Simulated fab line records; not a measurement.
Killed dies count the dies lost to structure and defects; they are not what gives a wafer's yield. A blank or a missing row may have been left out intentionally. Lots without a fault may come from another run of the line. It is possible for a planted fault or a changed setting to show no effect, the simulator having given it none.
fab line records    flow n5_finfet
[record] lots = 9  wafers = 27  last_day = 17
route steps=1938 shown DUMMY_GATE@241 SD_EPI_N@271 BEOL_M4@1111 PASSIVATION@1936
lots that met no fault: from a run of the same line without faults
start_h: start of the lot's first displayed wafer, in hours after the record's first day    wait_h: hours elapsed since this lot's preceding step    " as in the row above    L1.1+2: a single row standing in for several wafers    - no value present, or no start provided    * or withheld: withheld    < > ~ a bound
route shown NAME@n: names a module that has steps shown in the file, with the first one's number in the route    usual: mean/standard deviation taken from wafers without a fault    same: alike in all rows    chamber/n: place in a boat    sites: each site's reading    _std_site: the standard deviation of these    _edge_site: the outer-site mean with the inner-site mean subtracted    radius_mm: for every site, how far away it sits from the centre of the wafer    mask NAME#n: copy n    behind: the most recent tool/chamber to have shaped the wafer    hold: what put the lot on hold/how long, in hours/how the hold closed    device: the transistor (n, p or np) that didn't switch    end of line: tests of these same wafers at the route's end    a step without rows: its recipe alone    killed: count of dies lost to structure and defects at first sort (not the wafer's yield)    map: shows each die of a wafer: x if killed, . if not, _ if none is there
set.NAME: setting as actually run; set.NAME@STEP: the setting as run at that earlier step    model.NAME: the simulator's own value behind a step, which no gauge read
steps of the route over a sample of lots; a table a step, a row a wafer
services: from which hour (start_h, from the record's first day; less than 0 if before it) a tool's chamber was out of use, for how many hours, and why
[[steps]]
[step N5_DUMMY_GATE_STRIP_40]
[recipe] chemistry = CF4  resist = SiARC  power_w = 300  bias_power_w = 75  pressure_mtorr = 50  cf4_flow_sccm = 150  rf_frequency_hz = 6e+07
[usual] drypump_motor_current_A = 5.8/0.48  oes_product_au = 0.77/0.06  rf_vpp_V = 271.2/1.6  showerhead_plenum_p_Torr = 1.79/0.064  throttle_valve_pct = 13.73/0.23
lot.wafer  tool         chamber  start_h  wait_h  drypump_motor_current_A  oes_product_au  rf_hours_counter_h  rf_vpp_V  showerhead_plenum_p_Torr  throttle_valve_pct
L861.1     rie_diel-05  1        64.40    0.1     5.4                      0.80            99                  269.9     1.72                      13.43
L861.4     "            3        "        "       5.1                      0.69            -                   269.4     1.71                      13.85
L861.5     "            1        "        "       5.4                      0.80            -                   270.4     1.72                      13.41
L863.1     rie_diel-06  2        76.05    0.1     5.4                      0.73            199                 269.9     1.71                      13.75
L863.3     "            1        "        "       6.4                      0.79            118                 273.4     1.86                      13.80
L863.4     "            3        "        "       5.9                      0.88            46                  270.7     1.75                      13.51
L865.1     rie_diel-06  1        88.58    0.1     6.4                      0.79            122                 274.0     1.86                      13.80
L865.3     "            2        "        "       5.4                      0.73            204                 270.3     1.71                      13.74
L865.4     "            3        "        "       5.9                      0.87            51                  272.0     1.75                      13.52
L868.1     rie_diel-03  1        105.69   0.2     6.1                      0.75            154                 271.0     1.79                      13.62
L868.5     "            2        "        "       6.1                      0.72            -                   270.7     1.86                      13.93
L868.6     "            3        "        "       5.7                      0.74            -                   270.2     1.80                      13.75
L869.2     rie_diel-03  3        116.48   0.1     5.7                      0.73            170                 273.3     1.80                      13.77
L869.3     "            0        "        "       5.9                      0.81            79                  271.5     1.81                      13.52
L869.4     "            3        "        "       5.7                      0.73            -                   270.8     1.80                      13.76
L870.1     rie_diel-06  2        119.81   0.1     5.4                      0.72            215                 269.3     1.70                      13.77
L870.3     "            3        "        "       5.9                      0.86            56                  268.6     1.75                      13.55
L870.5     "            0        "        "       5.8                      0.70            -                   271.4     1.85                      14.16
L871.1     rie_diel-03  1        125.04   0.2     6.1                      0.75            156                 270.5     1.79                      13.59
L871.5     "            3        "        "       5.7                      0.73            -                   271.9     1.80                      13.75
L871.6     "            2        "        "       6.1                      0.72            -                   273.7     1.86                      13.94
L873.1     rie_diel-06  1        135.93   0.1     6.3                      0.76            137                 271.9     1.86                      13.83
L873.4     "            0        "        "       5.8                      0.71            224                 272.1     1.85                      14.16
L873.5     "            0        "        "       5.8                      0.70            -                   272.2     1.85                      14.14
L878.2     rie_diel-05  2        166.87   0.3     5.0                      0.88            34                  270.8     1.76                      13.53
L878.3     "            3        "        "       5.1                      0.67            248                 269.7     1.70                      13.94
L878.5     "            0        "        "       6.8                      0.83            -                   273.4     1.88                      13.40
[step N5_DUMMY_GATE_STRIP_48]
[recipe] chemistry = N2/H2  time_s = 20  power_w = 100  temp_c = 40  pressure_mtorr = 100  rf_frequency_hz = 6e+07  bias_power_w = 3  n2_flow_sccm = 300  h2_flow_sccm = 300
[usual] drypump_motor_current_A = 5.9/0.48  oes_product_au = 0.78/0.068  rf_vpp_V = 45.3/0.86  showerhead_plenum_p_Torr = 3.39/0.12  throttle_valve_pct = 12.36/0.23
lot.wafer  tool         chamber  start_h  wait_h  drypump_motor_current_A  oes_product_au  rf_hours_counter_h  rf_vpp_V  showerhead_plenum_p_Torr  throttle_valve_pct
L861.1     rie_diel-03  3        65.17    0.0     5.7                      0.75            154                 44.3      3.37                      12.23
L861.4     "            1        "        "       6.1                      0.77            141                 45.4      3.37                      12.22
L861.5     "            3        "        "       5.7                      0.74            -                   46.0      3.37                      12.20
L863.1     rie_diel-05  0        76.70    0.0     6.8                      0.88            63                  44.5      3.55                      11.92
L863.3     "            2        "        "       5.0                      0.97            2                   44.3      3.34                      12.22
L863.4     "            1        "        "       5.4                      0.81            102                 45.5      3.25                      12.03
L865.1     rie_diel-03  1        89.22    0.0     6.1                      0.75            149                 47.0      3.37                      12.22
L865.3     "            2        "        "       6.1                      0.73            199                 44.5      3.49                      12.45
L865.4     "            3        "        "       5.6                      0.74            161                 46.3      3.37                      12.22
L868.1     rie_diel-03  2        106.33   0.0     6.1                      0.72            203                 45.4      3.48                      12.47
L868.5     "            1        "        "       6.1                      0.75            -                   45.7      3.37                      12.24
L868.6     "            2        "        "       6.1                      0.72            -                   45.1      3.49                      12.47
L869.2     rie_diel-06  2        117.12   0.0     5.4                      0.72            214                 45.3      3.20                      12.42
L869.3     "            3        "        "       5.9                      0.87            55                  45.0      3.31                      12.14
L869.4     "            0        "        "       5.8                      0.72            219                 44.4      3.47                      12.71
L870.1     rie_diel-06  1        120.45   0.0     6.3                      0.78            132                 47.1      3.55                      12.61
L870.3     "            0        "        "       5.8                      0.72            220                 47.1      3.47                      12.72
L870.5     "            0        "        "       5.8                      0.71            -                   44.9      3.47                      12.71
L871.1     rie_diel-03  0        125.68   0.0     5.9                      0.82            83                  46.4      3.42                      12.18
L871.5     "            2        "        "       6.1                      0.71            -                   44.3      3.48                      12.48
L871.6     "            1        "        "       6.1                      0.75            -                   45.2      3.36                      12.27
L873.1     rie_diel-06  1        136.58   0.0     6.4                      0.80            137                 46.4      3.54                      12.65
L873.4     "            2        "        "       5.5                      0.73            219                 45.1      3.19                      12.45
L873.5     "            0        "        "       5.8                      0.72            -                   46.7      3.47                      12.72
L878.2     rie_diel-06  3        167.51   0.0     5.9                      0.85            73                  46.0      3.30                      12.17
L878.3     "            2        "        "       5.4                      0.71            232                 44.5      3.19                      12.46
L878.5     "            2        "        "       5.5                      0.71            -                   45.5      3.19                      12.46
[step N5_SD_EPI_N_OVL_MEAS_10]
[recipe] points_per_wafer = 44
[usual] SD_N_BLK_OVL = 0.2/0.68
lot.wafer  tool        chamber  start_h  wait_h  SD_N_BLK_OVL[nm]
L861.1     overlay-02  0        66.71    0.0     -0.1
L861.4     "           0        "        "       0.0
L861.5     "           0        "        "       0.3
L863.1     overlay-01  0        77.79    0.0     0.8
L863.3     "           0        "        "       0.3
L863.4     "           0        "        "       0.1
L865.1     overlay-02  0        90.83    0.0     0.0
L865.3     "           0        "        "       0.4
L865.4     "           0        "        "       0.6
L868.1     overlay-01  0        108.15   0.0     0.2
L868.5     "           0        "        "       0.8
L868.6     "           0        "        "       0.7
L869.2     overlay-01  0        118.22   0.0     -0.4
L869.3     "           0        "        "       0.5
L869.4     "           0        "        "       0.5
L870.1     overlay-02  0        121.67   0.0     1.2
L870.3     "           0        "        "       1.4
L870.5     "           0        "        "       0.5
L871.1     overlay-02  0        126.90   0.0     1.6
L871.5     "           0        "        "       1.4
L871.6     "           0        "        "       0.1
L873.1     overlay-01  0        137.68   0.0     1.2
L873.4     "           0        "        "       1.2
L873.5     "           0        "        "       1.3
L878.2     overlay-01  0        168.74   0.0     -0.1
L878.3     "           0        "        "       -0.4
L878.5     "           0        "        "       -0.7
[step N5_SD_EPI_N_ETCH_35]
[recipe] chemistry = N2/H2  target = SOC  overetch_a = 1080  mask_material = SiARC  temp_c = 40  ion_energy_ev = 100  source_w = 3000  bias_w = 133  pressure_mtorr = 20  time_s = 486  n2_flow_sccm = 200  h2_flow_sccm = 200
[usual] bias_w = 133.0/0.41  drypump_motor_current_A = 5.9/0.43  oes_product_au = 0.70/0.053  rf_vpp_V = 240.8/1.2  showerhead_plenum_p_Torr = 2.55/0.061  throttle_valve_pct = 23.83/0.25
lot.wafer  tool         chamber  start_h  wait_h  bias_w  drypump_motor_current_A  oes_product_au  rf_hours_counter_h  rf_vpp_V  showerhead_plenum_p_Torr  throttle_valve_pct
L861.1     rie_diel-04  3        67.20    0.0     132.9   5.6                      0.64            212                 242.3     2.60                      23.61
L861.4     "            1        "        "       132.9   5.5                      0.77            42                  241.4     2.59                      23.99
L861.5     "            3        "        "       133.0   5.6                      0.63            -                   242.3     2.60                      23.61
L863.1     rie_diel-01  2        78.17    0.0     132.7   5.6                      0.73            72                  240.3     2.47                      24.14
L863.3     "            3        "        "       133.1   6.7                      0.66            195                 241.4     2.61                      23.67
L863.4     "            0        "        "       132.8   5.9                      0.69            134                 239.9     2.44                      23.87
L865.1     rie_diel-01  0        90.98    0.0     132.8   5.9                      0.69            138                 240.6     2.44                      23.86
L865.3     "            2        "        "       132.8   5.6                      0.73            76                  239.6     2.47                      24.15
L865.4     "            3        "        "       132.6   6.7                      0.65            198                 241.7     2.61                      23.68
L868.1     rie_diel-01  2        108.30   0.0     133.1   5.6                      0.70            82                  240.5     2.47                      24.14
L868.5     "            1        "        "       133.1   6.2                      0.77            -                   241.8     2.59                      24.12
L868.6     "            0        "        "       132.8   5.9                      0.66            -                   239.9     2.44                      23.86
L869.2     rie_diel-01  0        118.37   0.0     133.7   5.9                      0.66            147                 240.3     2.44                      23.87
L869.3     "            2        "        "       133.4   5.6                      0.69            85                  240.6     2.47                      24.15
L869.4     "            1        "        "       132.9   6.2                      0.78            51                  239.6     2.59                      24.12
L870.1     rie_diel-02  1        121.82   0.0     132.8   5.9                      0.70            138                 239.7     2.52                      23.57
L870.3     "            3        "        "       132.6   5.2                      0.65            176                 241.7     2.52                      23.42
L870.5     "            1        "        "       132.8   5.8                      0.70            -                   241.3     2.52                      23.57
L871.1     rie_diel-01  2        127.17   0.0     133.3   5.6                      0.69            88                  241.5     2.47                      24.14
L871.5     "            0        "        "       132.5   5.9                      0.65            -                   238.2     2.44                      23.87
L871.6     "            1        "        "       133.6   6.2                      0.76            -                   240.6     2.59                      24.12
L873.1     rie_diel-04  0        138.10   0.0     133.0   5.3                      0.64            190                 238.3     2.53                      23.75
L873.4     "            1        "        "       133.2   5.6                      0.74            68                  241.0     2.58                      24.02
L873.5     "            3        "        "       133.5   5.6                      0.62            -                   240.6     2.59                      23.64
L878.2     rie_diel-04  2        168.89   0.0     132.9   6.0                      0.71            92                  241.7     2.56                      23.55
L878.3     "            3        "        "       132.6   5.6                      0.62            248                 242.3     2.59                      23.65
L878.5     "            3        "        "       133.4   5.6                      0.61            -                   240.0     2.59                      23.64
[step N5_SD_EPI_N_ETCHBACK_44]
[recipe] chemistry = CH3F/O2  mode = anisotropic_etchback  target = SiNx  target_depth_a = 145  stop_on = SiO2  over_etch_frac = 0.3  ion_energy_ev = 120  pressure_mtorr = 30  source_w = 395  bias_w = 73  Ar_flow_sccm = 150  CH3F_flow_sccm = 30  O2_flow_sccm = 20
[usual] bias_w = 72.98/0.21  drypump_motor_current_A = 5.9/0.43  oes_product_au = 0.67/0.051  rf_vpp_V = 297/4.7  showerhead_plenum_p_Torr = 2.01/0.058  throttle_valve_pct = 16.41/0.22
lot.wafer  tool         chamber  start_h  wait_h  bias_w  drypump_motor_current_A  oes_product_au  rf_hours_counter_h  rf_vpp_V  showerhead_plenum_p_Torr  throttle_valve_pct
L861.1     rie_diel-04  3        67.52    0.0     73.07   5.6                      0.60            212                 304       2.07                      16.74
L861.4     "            1        "        "       73.13   5.5                      0.74            42                  296       2.04                      16.42
L861.5     "            3        "        "       73.18   5.6                      0.61            -                   304       2.07                      16.75
L863.1     rie_diel-01  2        78.50    0.0     72.94   5.6                      0.70            72                  299       1.93                      16.30
L863.3     "            3        "        "       73.12   6.7                      0.63            195                 302       2.07                      16.64
L863.4     "            0        "        "       73.27   5.9                      0.66            134                 291       1.92                      16.15
L865.1     rie_diel-01  0        91.30    0.0     73.03   5.9                      0.65            138                 290       1.92                      16.16
L865.3     "            2        "        "       72.83   5.6                      0.70            76                  296       1.93                      16.29
L865.4     "            3        "        "       72.83   6.7                      0.62            199                 303       2.07                      16.65
L868.1     rie_diel-01  2        108.62   0.0     73.22   5.6                      0.34            82                  297       1.93                      16.26
L868.5     "            1        "        "       73.28   6.2                      0.66            -                   301       2.03                      16.38
L868.6     "            0        "        "       73.11   5.9                      0.33            -                   293       1.92                      16.12
L869.2     rie_diel-01  0        118.70   0.0     72.57   5.9                      0.34            147                 291       1.91                      16.13
L869.3     "            2        "        "       72.68   5.6                      0.35            85                  295       1.93                      16.26
L869.4     "            1        "        "       73.27   6.2                      0.62            51                  303       2.03                      16.39
L870.1     rie_diel-02  1        122.14   0.0     73.12   5.8                      0.67            138                 293       2.01                      16.54
L870.3     "            3        "        "       72.95   5.2                      0.62            176                 296       2.01                      16.28
L870.5     "            1        "        "       73.03   5.8                      0.66            -                   293       2.01                      16.53
L871.1     rie_diel-01  2        127.49   0.0     72.69   5.6                      0.34            88                  299       1.92                      16.29
L871.5     "            0        "        "       73.21   5.9                      0.31            -                   291       1.91                      16.11
L871.6     "            1        "        "       72.79   6.1                      0.63            -                   302       2.03                      16.39
L873.1     rie_diel-04  0        138.42   0.0     73.34   5.3                      0.62            190                 288       1.99                      16.37
L873.4     "            1        "        "       73.19   5.5                      0.71            68                  296       2.03                      16.48
L873.5     "            3        "        "       72.85   5.6                      0.60            -                   304       2.06                      16.81
L878.2     rie_diel-04  2        169.21   0.0     73.11   6.0                      0.69            92                  296       2.02                      16.08
L878.3     "            3        "        "       73.07   5.6                      0.59            248                 304       2.06                      16.81
L878.5     "            3        "        "       73.23   5.6                      0.59            -                   302       2.06                      16.83
[step N5_BEOL_M4_RC_MEAS_101]
[usual] DIBL_N = 36.1/1.6  DIBL_P = 35.8/2.1  IOFF_N = 0.16/0.031  IOFF_P = 0.21/0.034  ION_N = 673/12  ION_P = 461/7.2  SS_N = 71.4/0.59  SS_P = 73.3/0.63  VT_N = 250/3.1  VT_P = -250/3.3
lot.wafer  tool       chamber  start_h  wait_h  DIBL_N[mV/V]  DIBL_P[mV/V]  IOFF_N[nA/um]  IOFF_P[nA/um]  ION_N[uA/um]  ION_P[uA/um]  SS_N[mV/dec]  SS_P[mV/dec]  VT_N[mV]  VT_P[mV]
L861.1     prober-02  0        180.90   0.0     34.4          35.0          0.13           0.17           658           451           70.6          73.4          253       -252
L861.4     "          0        "        "       36.0          36.9          0.16           0.21           686           467           71.6          73.6          250       -251
L861.5     "          0        "        "       36.2          36.9          0.16           0.20           670           457           71.4          73.9          250       -253
L863.1     prober-01  0        202.86   0.0     39.2          40.4          0.20           0.27           688           470           71.9          74.5          246       -246
L863.3     "          0        "        "       37.8          38.3          0.17           0.25           676           465           71.4          74.2          248       -245
L863.4     "          0        "        "       38.8          38.2          0.19           0.24           675           461           72.3          73.5          252       -248
L865.1     prober-01  0        215.10   0.0     37.1          35.6          0.18           0.23           691           465           72.0          73.1          247       -249
L865.3     "          0        "        "       35.8          34.7          0.14           0.21           671           461           71.1          73.3          250       -247
L865.4     "          0        "        "       37.0          35.9          0.17           0.24           683           471           72.0          73.2          247       -245
L870.1     prober-01  0        250.77   0.0     36.6          36.1          0.16           0.22           667           463           71.8          73.7          249       -248
L870.3     "          0        "        "       36.2          34.7          0.15           0.19           665           457           71.3          72.7          253       -249
L870.5     "          0        "        "       33.7          32.1          0.12           0.16           658           448           70.5          72.8          252       -251
L873.1     prober-01  0        259.67   0.0     35.4          35.8          0.15           0.21           672           465           71.2          73.1          249       -250
L873.4     "          0        "        "       33.9          34.5          0.13           0.18           656           454           70.8          72.5          254       -250
L873.5     "          0        "        "       32.9          33.4          0.11           0.17           646           457           70.6          72.7          253       -252
L878.2     prober-02  0        295.19   0.2     35.3          34.9          0.15           0.23           667           470           71.1          73.2          253       -247
L878.3     "          0        "        "       37.0          37.4          0.18           0.26           670           470           71.5          73.6          247       -247
L878.5     "          0        "        "       37.0          35.8          0.18           0.23           675           465           71.3          73.6          249       -247
[step N5_PASSIVATION_PROBE_49]
[usual] defect_limited_yield = 91.0/1.5  killed_at_M0_to_M3 = 35/11  killed_at_M4_up = 13/6  killed_at_contacts = 14/6.5  killed_at_front_end = 40/12  killed_at_other = 4/3.4  killed_dies = 106/18  killed_on_rim = 14/4.7  killed_open = 68/14  killed_short = 35/7.7  sort_bin_5_function = 5.2/0.98  sort_bin_6_memory = 3.4/0.72  sort_n_pass = 1074/18  sort_yield_pct = 91.0/1.5
[same] gross_dies = 1180  killed_at_back_side = 0  sort_bin_4_leakage[%] = 0  sort_bin_8_speed[%] = 0
lot.wafer  tool       chamber  start_h  wait_h  defect_limited_yield[%]  killed_at_M0_to_M3  killed_at_M4_up  killed_at_contacts  killed_at_front_end  killed_at_other  killed_dies  killed_on_rim  killed_open  killed_short  sort_bin_5_function[%]  sort_bin_6_memory[%]  sort_n_pass  sort_yield_pct[%]
L868.1     prober-02  -        337.74   0.0     0.8                      19                  6                12                  1129                 4                1170         146            48           28            96.4                    2.5                   10           0.8
L868.5     prober-02  -        337.94   0.2     28.1                     16                  10               8                   811                  4                849          84             30           29            70.0                    1.7                   331          28.1
L868.6     prober-02  -        337.99   0.3     2.2                      33                  12               8                   1083                 18               1154         149            57           43            94.2                    3.5                   26           2.2
L869.2     prober-02  -        352.08   0.1     3.3                      22                  12               10                  1088                 9                1141         139            48           28            93.7                    2.5                   39           3.3
L869.3     prober-02  -        352.13   0.1     1.4                      18                  9                11                  1124                 2                1164         144            46           24            96.2                    2.3                   16           1.4
L869.4     prober-02  -        352.18   0.2     19.4                     18                  10               9                   909                  5                951          99             41           23            78.4                    1.9                   229          19.4
L871.1     prober-02  -        366.57   0.0     0.1                      29                  23               13                  1113                 1                1179         152            77           29            96.0                    3.6                   1            0.1
L871.5     prober-02  -        366.77   0.2     0.4                      35                  20               12                  1108                 0                1175         152            72           39            94.9                    4.2                   5            0.4
L871.6     prober-02  -        366.82   0.3     20.3                     24                  27               17                  870                  3                941          66             74           49            75.8                    3.7                   239          20.3
// killed by level:class
L868.1 SD_EPI_N:area_etch=1094 STI_FIN_REVEAL:geometric_particle:open=9 DUMMY_GATE:geometric_particle:open=8 MOL_CONTACT_COAG:geometric_particle:open=8 BEOL_M0_SAQP:geometric_particle:short=6 FIN_SAQP:geometric_particle:open=4 FIN_SAQP:geometric_particle:short=4 BEOL_M2:geometric_particle:open=4
L868.5 SD_EPI_N:area_etch=790 MOL_CONTACT_COAG:geometric_particle:open=6 BEOL_M4:geometric_particle:short=5 FIN_SAQP:geometric_particle:short=4 DUMMY_GATE:geometric_particle:open=4 BEOL_M2:geometric_particle:open=4 STARTING-WAFER:geometric_particle:short=4 BEOL_M0_SAQP:geometric_particle:open=3
L868.6 SD_EPI_N:area_etch=1053 FIN_SAQP:geometric_particle:short=9 MIM_TOP_ETCH:geometric_particle:short=9 BEOL_M1:geometric_particle:open=9 MOL_CONTACT_COAG:geometric_particle:open=7 FIN_SAQP:geometric_particle:open=6 BEOL_M0_SAQP:geometric_particle:short=6 MIM_TOP_ETCH:geometric_particle:open=6
L869.2 SD_EPI_N:area_etch=1064 MOL_CONTACT_COAG:geometric_particle:open=7 STI_FIN_REVEAL:geometric_particle:open=6 BEOL_M3:geometric_particle:open=6 ILD0:geometric_particle:open=4 ILD0:geometric_particle:short=4 BEOL_M1:geometric_particle:open=4 BEOL_M1:geometric_particle:short=4
L869.3 SD_EPI_N:area_etch=1093 MOL_CONTACT_COAG:geometric_particle:open=7 STARTING-WAFER:geometric_particle:open=7 DUMMY_GATE:geometric_particle:open=4 GATE_CUT:geometric_particle:short=4 MOL_CONTACT_COAG:geometric_particle:short=4 BEOL_M2:geometric_particle:open=4 BEOL_M3:geometric_particle:open=4
L869.4 SD_EPI_N:area_etch=886 BEOL_M0_SAQP:geometric_particle:open=8 DUMMY_GATE:geometric_particle:open=6 MOL_CONTACT_COAG:geometric_particle:open=6 FIN_SAQP:geometric_particle:short=4 BEOL_M1:geometric_particle:open=4 STI_FIN_REVEAL:geometric_particle:open=3 MOL_CONTACT_COAG:geometric_particle:short=3
L871.1 SD_EPI_N:area_etch=1073 MOL_CONTACT_COAG:geometric_particle:open=12 BEOL_M1:geometric_particle:open=12 DUMMY_GATE:geometric_particle:open=9 BEOL_M4:geometric_particle:open=7 STI_FIN_REVEAL:geometric_particle:open=6 FIN_SAQP:geometric_particle:open=4 STI_FIN_REVEAL:geometric_particle:short=4
L871.5 SD_EPI_N:area_etch=1064 FIN_SAQP:geometric_particle:open=11 MOL_CONTACT_COAG:geometric_particle:open=9 BEOL_M1:geometric_particle:open=9 STI_FIN_REVEAL:geometric_particle:open=8 FIN_SAQP:geometric_particle:short=6 BEOL_M0_SAQP:geometric_particle:short=6 BEOL_M8:geometric_particle:open=6
L871.6 SD_EPI_N:area_etch=816 FIN_SAQP:geometric_particle:short=17 MOL_CONTACT_COAG:geometric_particle:open=13 BEOL_M4:geometric_particle:open=11 STI_FIN_REVEAL:geometric_particle:open=8 GATE_CUT:geometric_particle:open=7 BEOL_M0_SAQP:geometric_particle:open=7 BEOL_M4:geometric_particle:short=6
[[services]]
tool         chamber  start_h  hours  kind
rie_diel-05  1        44.15    5.6    repair
rie_diel-02  -        46.23    2.8    pm
rie_diel-02  2        49.88    22.3   repair
rie_diel-05  2        58.53    -      clean
rie_diel-05  2        58.53    -      consumable_replace:focus_ring
rie_diel-05  2        58.53    9.1    scheduled_down
rie_diel-05  2        58.53    9.1    vent_cycle
rie_diel-02  1        60.94    12.0   repair
rie_diel-05  0        62.71    3.0    repair
rie_diel-01  1        68.06    6.8    repair
rie_diel-06  1        79.24    2.5    repair
rie_diel-02  0        91.12    -      clean
rie_diel-02  0        91.12    -      consumable_replace:focus_ring
rie_diel-02  0        91.12    16.2   scheduled_down
rie_diel-02  0        91.12    16.2   vent_cycle
rie_diel-06  3        91.35    10.4   repair
rie_diel-01  1        98.46    4.6    repair
rie_diel-03  1        111.25   11.3   repair
rie_diel-05  1        140.23   4.2    repair
rie_diel-05  0        144.19   3.1    repair
rie_diel-04  3        149.90   3.7    repair
rie_diel-03  1        156.24   7.0    repair
rie_diel-03  2        158.64   5.7    repair
rie_diel-02  2        165.11   1.6    repair
[[key]]
[first_sign] step = N5_SD_EPI_N_ETCHBACK_44  reading = oes_product_au  direction = down  sigmas = 4.6  usual = 0.67  struck = 0.44  wafers_moved = 8
[effect] step = N5_PASSIVATION_PROBE_49  reading = sort_bin_5_function  direction = up  sigmas = 85  usual = 5.2  struck = 88.4
[more_kills_born_at] N5_SD_EPI_N_ETCH_35@rie_diel-01 = 8933
met_at N5_SD_EPI_N_ETCH_35
struck_lots L868,L869,L871
later_rows_left_out L868.1,L868.5,L868.6,L869.2,L869.3,L869.4,L871.1,L871.5,L871.6
not_acting_at N5_DUMMY_GATE_STRIP_40,N5_DUMMY_GATE_STRIP_48,N5_SD_EPI_N_OVL_MEAS_10
onset_between 90.98 108.30
also_fits N5_SD_EPI_N_ETCHBACK_44:rie_diel-01
[fault] kind = process_parameter_drift  tool = rie_diel-01  chamber = -  onset_h = 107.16  steps = N5_SD_EPI_N_ETCH_35  channel = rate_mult  offset = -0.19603  shape = step  end_h = 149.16
// later_rows_left_out: the simulator's readings of these wafers behind a module that went badly wrong aren't trusted and aren't shown, but for the sort
